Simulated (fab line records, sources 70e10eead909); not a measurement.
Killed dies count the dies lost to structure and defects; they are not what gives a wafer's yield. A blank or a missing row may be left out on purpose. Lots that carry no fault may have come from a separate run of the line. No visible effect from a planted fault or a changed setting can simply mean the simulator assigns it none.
A struck lot beside a sound one || flow nand_harc || 14 steps out of a route of 1302
Sound: these wafers, L963.2, L963.4, L963.6. Wafers struck: L972.2, L972.5, L972.6. Last of all comes the cause.
Each step with rows lists, per side, the tool, then ch with its chambers, then its first start. Under that, the readings that differ: sound wafers || struck wafers || difference of the means || sigmas: that difference in standard deviations of wafers without a fault.
alike: words and numbers the same on both sides, and readings whose means are apart by under 2 such deviations; not compared: readings that were withheld, readings missing a value for some wafer, numbers with overlapping values and no deviation given by the record, and bounds like >300 which may hide the same value.
The two part at a step that has a row with sigmas, a row that says differs or no value, or rows on one side only. Non-overlapping numbers with no deviation appear without sigmas and do not part them. A reading missing from all wafers of one side parts the sides only when that side holds two or more wafers.

first, 4 steps without rows for these wafers: NHARC_A_M1_EBR_05; NHARC_A_M1_EXPOSE_06 (exposes mask A M1, target cd 120 nm); NHARC_A_M1_PEB_07 (peb time 65 s); NHARC_A_M1_DEVELOP_08 (develop time 35 s).
NHARC_A_M1_CD_MEAS_09 targets a cd of 120 nm.
  sound on cd_sem-03 ch 0, day 24 23:20; struck on cd_sem-02 ch 0, day 28 20:29
  alike: cd_nm
NHARC_A_M1_OVL_MEAS_10: pitch 240 nm.
  sound on overlay-01 at day 24 23:25; struck on overlay-02 at day 28 20:35
{"reading": "overlay_x_nm (nm)", "sound": "-0.4 -0.7 -0.2", "struck": "1.5 1.2 1.1", "difference": "+1.7", "sigmas": "+2"}
  alike: overlay_y_nm
NHARC_A_M1_INSPECT_11:
  sound on defect_inspect-02 at day 24 23:27; struck on defect_inspect-01 at day 28 20:37
  alike: raw_defect_count
NHARC_A_M1_DESCUM_14: chemistry O2, time 3 s.
  sound on rie_diel-12 ch 1,2,3, day 24 23:32; struck on rie_diel-12 ch 0,1, day 28 20:41
  alike: drypump_motor_current_A, oes_product_au, rf_vpp_V, showerhead_plenum_p_Torr, throttle_valve_pct
  not compared: rf_hours_counter_h
NHARC_A_M1_ETCH_35: etches the open film in N2/H2, target depth 40 nm, overetch 12 nm, time 43.94 s.
  sound on rie_diel-12 ch 0,1,2, day 24 23:36; struck on rie_diel-12 ch 0,2,3, day 28 20:47
  alike: bias_w, chamber_pressure_mTorr, drypump_motor_current_A, oes_product_au, rf_vpp_V, showerhead_plenum_p_Torr, throttle_valve_pct
  not compared: rf_hours_counter_h
NHARC_A_M1_ETCH_15: etches the open film in C4F8/Ar, target depth 182.5 nm, time 91.2 s.
  sound: rie_diel-12 ch 0,2,3; struck: rie_diel-12 ch 0,2,3
{"reading": "oes_product_au (a.u.)", "sound": "0.913 0.926 0.932", "struck": "0.983 0.982 0.998", "difference": "+0.064", "sigmas": "+3"}
  alike: bias_w, chamber_pressure_mTorr, rf_vpp_V
  not compared: rf_hours_counter_h
NHARC_A_M1_CD_MEAS_16:
  sound on cd_sem-01 at day 24 23:49; struck on cd_sem-03 at day 28 20:59
  alike: cd_nm
NHARC_A_M1_STRIP_18: strips in N2/H2.
  sound on rie_diel-10 ch 1,3, day 24 23:53; struck on rie_diel-10 ch 2,3, day 28 21:05
  alike: drypump_motor_current_A, oes_product_au, rf_vpp_V, showerhead_plenum_p_Torr, throttle_valve_pct
  not compared: rf_hours_counter_h
NHARC_A_M1_ETCH_28: etches the open film in CF4/N2, target depth 30 nm, time 72.99 s.
  sound on rie_diel-10 ch 1,2, day 25 00:08; struck on rie_diel-10 ch 0,1,2, day 28 21:19
  no value came back on the struck wafers for any of 8 readings (bias_w (W), cf4_flow_sccm (sccm) and others); on the sound wafers bias_w (W) reads 100.3 100.2 100.0
  not compared: rf_hours_counter_h
then, 1 step without rows for these wafers: NHARC_A_M1_STRIP_19 (strips in post etch residue remover, time 600 s).

== WHERE THEY PART ==
Last at NHARC_A_M1_ETCH_28 as far as this record goes, first at NHARC_A_M1_OVL_MEAS_10.

WHY: what had been put in by the simulator
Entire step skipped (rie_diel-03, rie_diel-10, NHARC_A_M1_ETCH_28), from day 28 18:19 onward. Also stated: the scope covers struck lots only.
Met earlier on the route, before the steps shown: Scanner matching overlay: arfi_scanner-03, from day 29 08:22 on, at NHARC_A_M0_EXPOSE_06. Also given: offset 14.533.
